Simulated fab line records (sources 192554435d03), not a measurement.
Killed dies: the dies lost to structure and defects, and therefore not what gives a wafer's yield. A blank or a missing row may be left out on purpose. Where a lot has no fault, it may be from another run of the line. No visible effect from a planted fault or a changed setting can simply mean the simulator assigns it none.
fab line records	flow n5-finfet
record: lots: 10	wafers: 30	last-day: 17
route steps=1938 shown HKMG_FIN@454 TV_OPEN@1889 PASSIVATION@1910
lots that met no fault: from a run of the same line without faults
start-h: hours from the record's opening day to when the first of the lot's shown wafers began	wait-h: hours since the lot's step before	" as in the row above	L1.1+2: a row that stands for several wafers	- either no value or no given start	* or withheld: withheld	< > ~ a bound
route shown NAME@n: a module of which the file shows steps, and the number in the route of the first	usual: the fault-free wafers' mean and standard deviation	same: alike in all rows	chamber/n: place in a boat	sites: per-site readings	_std_site: their standard deviation	_edge_site: mean of outer sites minus mean of inner sites	radius-mm: for every site, how far away it sits from the centre of the wafer	mask NAME#n: copy n	behind: the most recent tool/chamber to have shaped the wafer	hold: why the lot went on hold/how many hours it stayed there/how the hold came to an end	device: the n, p or np transistor that did not switch	end of line: tests run on the same wafers once the route is complete	for a step that has no rows: nothing shown but its recipe	killed: at the first sort, the dies lost to defects and structure; wafer yield is something else	map: dies across one wafer; x = killed, . = not, _ = none there
set.NAME: the run value of the setting; set.NAME@STEP: its run value at that earlier step	model.NAME: the simulator's own value behind a step, which no gauge read
one table for each step of the route and one row for each wafer, over a sample of lots
services: from which hour (start-h, from the record's first day; less than 0 if before it) a tool's chamber was out of use, for how many hours, and why
== steps ==
step: N5_HKMG_FIN_ETCHBACK_68
recipe: chemistry: Cl2/Ar	stop-on: HfO2	target-depth-a: 5	pressure-mtorr: 10	icp-w: 600	bias-w: 60	Cl2_flow_sccm: 40	Ar_flow_sccm: 60
usual: chamber-pressure-mTorr: 10.000/0.0092	drypump-motor-current-A: 5.8/0.42	oes-product-au: 0.80/0.087	throttle-valve-pct: 20.89/0.25
lot.wafer	tool	chamber	start-h	wait-h	chamber-pressure-mTorr	drypump-motor-current-A	oes-product-au	rf-hours-counter-h	throttle-valve-pct
L717.1	rie-metal-01	1	82.92	0.0	10.011	6.1	0.81	27	20.72
L717.3	"	1	"	"	10.004	6.0	0.81	-	20.73
L717.5	"	1	"	"	9.986	6.1	0.82	-	20.71
L718.3	rie-metal-01	0	84.23	0.1	10.001	6.4	0.79	-	20.60
L718.4	"	1	"	"	10.001	6.1	0.81	-	20.73
L718.5	"	1	"	"	9.998	6.0	0.81	-	20.73
L719.1	rie-metal-01	1	93.69	0.0	9.991	6.0	0.81	28	20.72
L719.2	"	0	"	"	9.997	6.4	0.79	37	20.62
L719.4	"	1	"	"	9.989	6.0	0.81	-	20.73
L720.2	rie-metal-01	1	98.90	0.0	10.003	6.0	0.81	28	20.73
L720.4	"	1	"	"	10.004	6.0	0.81	-	20.74
L720.5	"	1	"	"	10.020	6.0	0.81	-	20.72
L723.1	rie-metal-03	1	119.90	0.0	10.005	5.5	0.87	8	20.88
L723.2	"	1	"	"	9.994	5.4	0.87	-	20.87
L723.4	"	1	"	"	10.002	5.4	0.87	-	20.89
L724.1	rie-metal-01	1	124.47	0.0	9.995	6.0	0.79	31	20.74
L724.3	"	0	"	"	9.997	6.4	0.78	-	20.62
L724.4	"	1	"	"	10.013	6.0	0.80	-	20.74
L726.3	rie-metal-02	1	135.86	0.1	10.006	5.3	0.82	-	20.99
L726.4	"	0	"	"	9.994	5.4	0.60	-	21.57
L726.5	"	1	"	"	10.006	5.2	0.83	-	20.98
L728.2	rie-metal-01	1	150.95	0.0	10.004	6.1	0.79	34	20.75
L728.5	"	0	"	"	9.988	6.5	0.77	-	20.62
L728.6	"	1	"	"	9.991	6.0	0.79	-	20.72
L734.1	rie-metal-01	1	179.44	0.0	9.993	6.0	0.78	37	20.74
L734.2	"	0	"	"	9.997	6.4	0.77	46	20.62
L734.6	"	1	"	"	9.990	6.0	0.78	-	20.74
L737.2	rie-metal-01	0	205.27	0.0	9.996	6.4	0.76	48	20.63
L737.5	"	1	"	"	10.018	6.0	0.78	-	20.74
L737.6	"	0	"	"	10.007	6.4	0.76	-	20.64
step: N5_PASSIVATION_STRIP_14
recipe: chemistry: O2	power-w: 600	temp-c: 60	pressure-mtorr: 30	rf-frequency-hz: 6e+07	bias-power-w: 0	overash-fraction: 0.5	o2-flow-sccm: 225
usual: chamber-pressure-mTorr: 30.00/0.051	drypump-motor-current-A: 5.7/0.41	oes-product-au: 0.80/0.092	rf-vpp-V: 3.9/0.96	showerhead-plenum-p-Torr: 2.10/0.076	throttle-valve-pct: 16.63/0.18
lot.wafer	tool	chamber	start-h	wait-h	chamber-pressure-mTorr	drypump-motor-current-A	oes-product-au	rf-hours-counter-h	rf-vpp-V	showerhead-plenum-p-Torr	throttle-valve-pct
L717.1	rie-diel-06	0	270.96	0.1	30.06	5.1	0.67	206	4.9	1.98	16.83
L717.3	"	1	"	"	30.04	6.1	0.83	83	3.3	2.03	16.31
L717.5	"	0	"	"	30.09	5.2	0.69	-	6.5	1.98	16.80
L718.3	rie-diel-02	0	271.92	0.1	29.98	6.5	0.87	43	4.7	2.15	16.63
L718.4	"	2	"	"	30.04	6.1	0.91	23	4.2	2.14	16.48
L718.5	"	0	"	"	30.06	6.5	0.87	-	2.6	2.15	16.67
L719.1	rie-diel-06	3	272.11	0.1	30.02	5.3	0.94	15	4.8	2.24	16.70
L719.2	"	1	"	"	29.97	6.0	0.84	84	2.9	2.03	16.26
L719.4	"	0	"	"	29.94	5.1	0.67	206	4.0	1.98	16.83
L720.2	rie-diel-06	3	282.96	0.1	30.01	5.2	0.94	17	4.1	2.23	16.71
L720.4	"	1	"	"	30.04	6.0	0.83	87	4.8	2.03	16.28
L720.5	"	1	"	"	29.98	6.1	0.83	-	3.4	2.03	16.29
L723.1	rie-diel-06	0	292.40	0.1	30.02	5.1	0.68	213	3.5	1.98	16.81
L723.2	"	3	"	"	29.98	5.2	0.94	21	5.4	2.23	16.74
L723.4	"	2	"	"	30.03	5.9	0.67	250	4.1	2.05	16.83
L724.1	rie-diel-06	0	322.37	0.1	30.00	5.2	0.68	222	3.1	1.97	16.84
L724.3	"	1	"	"	29.97	6.0	0.81	100	3.1	2.02	16.32
L724.4	"	2	"	"	30.06	5.9	1.00	0	3.3	2.05	16.35
L726.3	rie-diel-05	2	331.01	0.1	30.06	5.6	0.74	178	2.7	1.99	16.57
L726.4	"	0	"	"	29.98	5.1	0.92	19	3.8	2.15	16.66
L726.5	"	2	"	"	30.03	5.6	0.74	-	3.5	1.99	16.58
L728.2	rie-diel-06	0	343.63	0.1	30.09	5.1	0.66	228	5.1	1.97	16.87
L728.5	"	1	"	"	29.96	6.0	0.80	-	4.3	2.02	16.32
L728.6	"	0	"	"	30.01	5.2	0.67	-	4.5	1.97	16.88
L734.1	rie-diel-02	0	370.94	0.1	29.91	6.5	0.81	72	2.8	2.14	16.67
L734.2	"	3	"	"	30.01	5.5	0.78	122	3.9	2.11	16.65
L734.6	"	0	"	"	29.92	6.5	0.83	-	3.8	2.13	16.72
L737.2	rie-diel-05	1	410.59	0.1	30.00	5.8	0.71	224	4.6	2.15	16.52
L737.5	"	1	"	"	29.99	5.8	0.71	-	2.5	2.15	16.53
L737.6	"	2	"	"	29.96	5.6	0.73	-	3.7	1.98	16.61
step: N5_PASSIVATION_ETCH_59
recipe: chemistry: Cl2/BCl3	target: TaN	target-depth-a: 650	time-s: 34.9	ion-energy-ev: 100	pressure-mtorr: 10	icp-w: 900	bias-w: 100	Cl2_flow_sccm: 60	bcl3-flow-sccm: 30
usual: chamber-pressure-mTorr: 10.000/0.0091	drypump-motor-current-A: 5.6/0.34	oes-product-au: 0.82/0.065	throttle-valve-pct: 21.24/0.1
lot.wafer	tool	chamber	start-h	wait-h	chamber-pressure-mTorr	drypump-motor-current-A	oes-product-au	rf-hours-counter-h	throttle-valve-pct
L717.1	rie-metal-02	1	272.89	0.3	10.013	5.2	0.81	41	21.27
L717.3	"	1	"	"	9.997	5.2	0.80	-	21.27
L717.5	"	1	"	"	9.994	5.2	0.81	-	21.29
L718.3	rie-metal-01	0	273.72	0.2	9.997	6.4	0.76	-	20.99
L718.4	"	1	"	"	9.983	6.0	0.75	-	21.11
L718.5	"	1	"	"	10.001	6.0	0.76	-	21.12
L719.1	rie-metal-02	0	274.34	0.3	10.009	5.4	0.97	5	21.22
L719.2	"	1	"	"	9.984	5.3	0.81	42	21.25
L719.4	"	0	"	"	9.987	5.4	0.97	-	21.21
L720.2	rie-metal-03	0	284.54	0.3	10.001	5.6	0.85	16	21.34
L720.4	"	1	"	"	9.998	5.4	0.80	-	21.21
L720.5	"	0	"	"	9.992	5.6	0.86	-	21.33
L723.1	rie-metal-02	0	296.70	0.3	9.994	5.4	0.94	7	21.25
L723.2	"	1	"	"	10.008	5.2	0.80	44	21.27
L723.4	"	0	"	"	10.005	5.4	0.94	-	21.22
L724.1	rie-metal-02	0	324.69	0.3	9.990	5.4	0.93	9	21.24
L724.3	"	0	"	"	10.009	5.4	0.93	-	21.24
L724.4	"	1	"	"	9.986	5.2	0.80	-	21.27
L726.3	rie-metal-03	0	332.53	0.2	9.996	5.6	0.83	-	21.34
L726.4	"	1	"	"	10.004	5.4	0.77	-	21.22
L726.5	"	0	"	"	9.995	5.6	0.84	-	21.35
L728.2	rie-metal-03	1	347.22	0.3	9.997	5.5	0.77	32	21.20
L728.5	"	0	"	"	10.013	5.6	0.82	-	21.36
L728.6	"	1	"	"	10.002	5.4	0.77	-	21.22
L734.1	rie-metal-01	0	374.36	0.3	10.004	6.4	0.74	62	21.03
L734.2	"	1	"	"	10.007	6.1	0.74	53	21.14
L734.6	"	0	"	"	9.984	6.4	0.74	-	21.01
L737.2	rie-metal-02	0	412.63	0.3	10.003	5.4	0.88	17	21.29
L737.5	"	0	"	"	10.012	5.4	0.87	-	21.30
L737.6	"	1	"	"	9.995	5.2	0.77	-	21.30
step: N5_PASSIVATION_PECVD_35
recipe: material: SiNx	target-thk-a: 7000	temp-c: 400	precursor: SiH4/NH3/N2	pressure-torr: 4.9	rf-w: 1406	time-s: 151.3
usual: heater-power-w: 344/100	showerhead-plenum-p-Torr: 8.74/0.075	throttle-valve-pct: 29.6/2.4
lot.wafer	tool	chamber	start-h	wait-h	heater-power-w	showerhead-plenum-p-Torr	throttle-valve-pct
L717.1	pecvd-04	1	273.70	0.1	269	8.75	32.7
L717.3	"	0	"	"	203	8.74	31.6
L717.5	"	0	"	"	253	8.72	32.0
L718.3	pecvd-04	0	274.82	0.1	337	8.73	31.7
L718.4	"	1	"	"	209	8.74	32.8
L718.5	"	2	"	"	295	8.60	25.6
L719.1	pecvd-04	2	275.24	0.1	236	8.64	25.7
L719.2	"	1	"	"	258	8.72	32.9
L719.4	"	2	"	"	267	8.63	26.0
L720.2	pecvd-01	1	285.28	0.1	339	8.82	32.7
L720.4	"	0	"	"	230	8.61	26.9
L720.5	"	1	"	"	365	8.82	32.7
L723.1	pecvd-01	1	297.48	0.1	283	8.81	32.9
L723.2	"	0	"	"	264	8.60	26.9
L723.4	"	1	"	"	325	8.80	32.9
L724.1	pecvd-03	1	325.42	0.1	481	8.85	29.7
L724.3	"	1	"	"	512	8.84	30.1
L724.4	"	0	"	"	394	8.76	28.6
L726.3	pecvd-03	2	333.30	0.1	357	8.77	29.2
L726.4	"	2	"	"	383	8.77	29.1
L726.5	"	1	"	"	469	8.84	30.1
L728.2	pecvd-04	1	348.05	0.1	249	8.72	32.6
L728.5	"	0	"	"	265	8.75	32.3
L728.6	"	2	"	"	249	8.62	26.2
L734.1	pecvd-03	1	375.15	0.1	486	8.82	30.0
L734.2	"	2	"	"	369	8.77	29.6
L734.6	"	2	"	"	413	8.79	29.4
L737.2	pecvd-03	0	413.42	0.1	420	8.78	28.8
L737.5	"	2	"	"	424	8.77	29.1
L737.6	"	1	"	"	533	8.84	26.8
step: N5_PASSIVATION_PROBE_49
usual: defect-limited-yield: 91.7/1.2	killed_at_M0_to_M3: 33/9.5	killed_at_M4_up: 13/4.9	killed-at-contacts: 13/6.6	killed-at-front-end: 36/11	killed-at-other: 3.0/2.6	killed-dies: 97/14	killed-on-rim: 13/3.8	killed-open: 65/11	killed-short: 31/6.6	sort_bin_5_function: 4.8/0.82	sort_bin_6_memory: 3.1/0.58	sort_bin_8_speed: 0.00/0.02	sort-n-pass: 1083/14	sort-yield-pct: 91.7/1.2
same: gross-dies: 1180	killed-at-back-side: 0	sort_bin_4_leakage[%]: 0
lot.wafer	tool	chamber	start-h	wait-h	defect-limited-yield[%]	killed_at_M0_to_M3	killed_at_M4_up	killed-at-contacts	killed-at-front-end	killed-at-other	killed-dies	killed-on-rim	killed-open	killed-short	sort_bin_5_function[%]	sort_bin_6_memory[%]	sort_bin_8_speed[%]	sort-n-pass	sort-yield-pct[%]
L718.3	prober-02	-	278.67	0.1	91.9	35	8	8	44	1	96	7	52	43	4.6	3.1	0	1084	91.9
L718.4	prober-02	-	278.72	0.2	90.3	58	6	16	32	2	114	10	82	31	4.9	4.5	0	1066	90.3
L718.5	prober-02	-	278.77	0.2	90.4	42	22	12	31	6	113	20	80	31	5.2	4.0	0	1067	90.4
L728.5	prober-01	-	351.96	0.2	89.8	34	15	12	55	4	120	19	77	40	5.5	4.2	0	1060	89.8
L734.1	prober-02	-	378.76	0.0	87.3	31	4	11	97	7	150	26	48	26	8.3	3.3	0	1030	87.3
L734.2	prober-02	-	378.81	0.1	92.6	23	8	14	34	8	87	11	55	32	4.0	3.1	0	1093	92.6
L734.6	prober-02	-	379.01	0.3	86.4	35	8	18	97	2	160	29	56	39	8.1	3.9	0	1020	86.4
L737.2	prober-02	-	417.28	0.1	91.8	27	21	5	44	0	97	8	70	21	4.7	3.0	0	1083	91.8
L737.5	prober-02	-	417.43	0.2	87.2	22	12	6	111	0	151	28	54	31	7.3	4.3	0.08	1028	87.1
L737.6	prober-02	-	417.48	0.3	90.8	33	10	9	53	3	108	15	67	40	5.7	3.2	0	1072	90.8
killed by level:class
L718.3 FIN_SAQP:geometric-particle:short=13 BEOL_M2:geometric-particle:open=9 MOL_CONTACT_COAG:geometric-particle:open=8 FIN_SAQP:geometric-particle:open=7 BEOL_M3:geometric-particle:open=7 GATE_CUT:geometric-particle:short=6 BEOL_M0_SAQP:geometric-particle:open=5 STI_FIN_REVEAL:geometric-particle:short=4
L718.4 BEOL_M3:geometric-particle:open=18 MOL_CONTACT_COAG:geometric-particle:open=15 BEOL_M2:geometric-particle:open=12 BEOL_M1:geometric-particle:open=8 BEOL_M0_SAQP:geometric-particle:short=7 FIN_SAQP:geometric-particle:short=5 DUMMY_GATE:geometric-particle:open=4 GATE_CUT:geometric-particle:open=4
L718.5 BEOL_M1:geometric-particle:open=12 BEOL_M3:geometric-particle:open=11 MOL_CONTACT_COAG:geometric-particle:open=11 BEOL_M2:geometric-particle:open=8 FIN_SAQP:geometric-particle:open=5 FIN_SAQP:geometric-particle:short=5 STI_FIN_REVEAL:geometric-particle:open=5 BEOL_M0_SAQP:geometric-particle:short=4
L728.5 FIN_SAQP:geometric-particle:open=15 FIN_SAQP:geometric-particle:short=13 MOL_CONTACT_COAG:geometric-particle:open=9 BEOL_M0_SAQP:geometric-particle:open=8 BEOL_M1:geometric-particle:open=7 STI_FIN_REVEAL:geometric-particle:open=7 DUMMY_GATE:geometric-particle:open=5 BEOL_M0:geometric-particle:short=4
L734.1 HKMG_FIN:unspecified=76 BEOL_M1:geometric-particle:open=11 MOL_CONTACT_COAG:geometric-particle:open=9 BEOL_M2:geometric-particle:open=7 PAD_METAL:geometric-particle:short=5 FIN_SAQP:geometric-particle:short=4 BEOL_M0_SAQP:geometric-particle:open=3 BEOL_M1:geometric-particle:short=3
L734.2 FIN_SAQP:geometric-particle:open=10 MOL_CONTACT_COAG:geometric-particle:open=9 FIN_SAQP:geometric-particle:short=7 BEOL_M2:geometric-particle:open=6 BEOL_M0_SAQP:geometric-particle:open=6 MOL_CONTACT_COAG:geometric-particle:short=5 BEOL_M4:geometric-particle:open=5 PAD_METAL:geometric-particle:short=5
L734.6 HKMG_FIN:unspecified=65 BEOL_M0_SAQP:geometric-particle:short=16 MOL_CONTACT_COAG:geometric-particle:open=13 FIN_SAQP:geometric-particle:open=8 BEOL_M0_SAQP:geometric-particle:open=8 BEOL_M2:geometric-particle:open=7 FIN_SAQP:geometric-particle:short=5 MOL_CONTACT_COAG:geometric-particle:short=5
L737.2 BEOL_M4:geometric-particle:open=13 FIN_SAQP:geometric-particle:open=9 STI_FIN_REVEAL:geometric-particle:open=8 BEOL_M3:geometric-particle:open=8 FIN_SAQP:geometric-particle:short=6 BEOL_M0_SAQP:geometric-particle:open=6 BEOL_M1:geometric-particle:open=5 STARTING-WAFER:geometric-particle:open=5
L737.5 HKMG_FIN:unspecified=65 FIN_SAQP:geometric-particle:short=15 BEOL_M4:geometric-particle:open=8 FIN_SAQP:geometric-particle:open=7 MOL_CONTACT_COAG:geometric-particle:open=5 BEOL_M0_SAQP:geometric-particle:open=5 BEOL_M1:geometric-particle:open=5 STI_FIN_REVEAL:geometric-particle:open=4
L737.6 STI_FIN_REVEAL:geometric-particle:open=15 BEOL_M0_SAQP:geometric-particle:short=9 GATE_CUT:geometric-particle:short=8 MOL_CONTACT_COAG:geometric-particle:open=8 BEOL_M0_SAQP:geometric-particle:open=7 BEOL_M3:geometric-particle:open=7 FIN_SAQP:geometric-particle:open=6 FIN_SAQP:geometric-particle:short=5
== services ==
tool	chamber	start-h	hours	kind
rie-diel-05	2	66.22	4.1	repair
rie-diel-05	3	69.08	10.3	repair
rie-diel-02	2	73.77	20.4	repair
pecvd-03	-	75.68	0.7	repair
rie-diel-06	0	86.29	11.1	repair
pecvd-01	-	88.20	2.8	pm
pecvd-03	-	91.93	21.2	repair
rie-diel-06	1	112.38	4.0	repair
rie-metal-02	-	125.48	2.8	pm
rie-metal-02	-	129.73	0.8	repair
rie-diel-06	3	155.86	4.0	repair
pecvd-03	1	202.01	7.2	repair
rie-diel-06	3	224.10	7.6	repair
pecvd-03	-	225.47	1.4	repair
pecvd-04	2	242.49	15.4	repair
rie-diel-06	-	243.11	0.3	repair
pecvd-03	-	248.82	1.2	repair
rie-metal-03	1	260.55	3.4	repair
pecvd-04	2	283.45	12.7	repair
rie-diel-06	0	364.88	7.3	repair
pecvd-03	-	366.31	0.7	repair
rie-metal-01	-	366.57	0.2	repair
rie-diel-06	1	374.02	1.3	repair
rie-metal-02	0	377.69	7.5	repair
== key ==
first-sign: step: N5_PASSIVATION_PROBE_49	reading: killed-at-front-end	direction: up	sigmas: 6.3	usual: 36	struck: 102
effect: step: N5_PASSIVATION_PROBE_49	reading: killed-dies	direction: up	sigmas: 3.9	usual: 97	struck: 154
more-kills-born-at: N5_HKMG_FIN_ETCHBACK_68@rie-metal-01: 206
met-at N5_HKMG_FIN_ETCHBACK_68
struck-lots L734,L737
struck-wafers L734.1,L734.6,L737.5
not-acting-at N5_PASSIVATION_STRIP_14,N5_PASSIVATION_ETCH_59,N5_PASSIVATION_PECVD_35
onset-between 150.95 179.44
fault: kind: chamber-particle-source	tool: rie-metal-01	chamber: 1	onset-h: 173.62	steps: N5_HKMG_FIN_ETCHBACK_68	rate-per-visit-cm2: 0.56977	end-h: 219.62
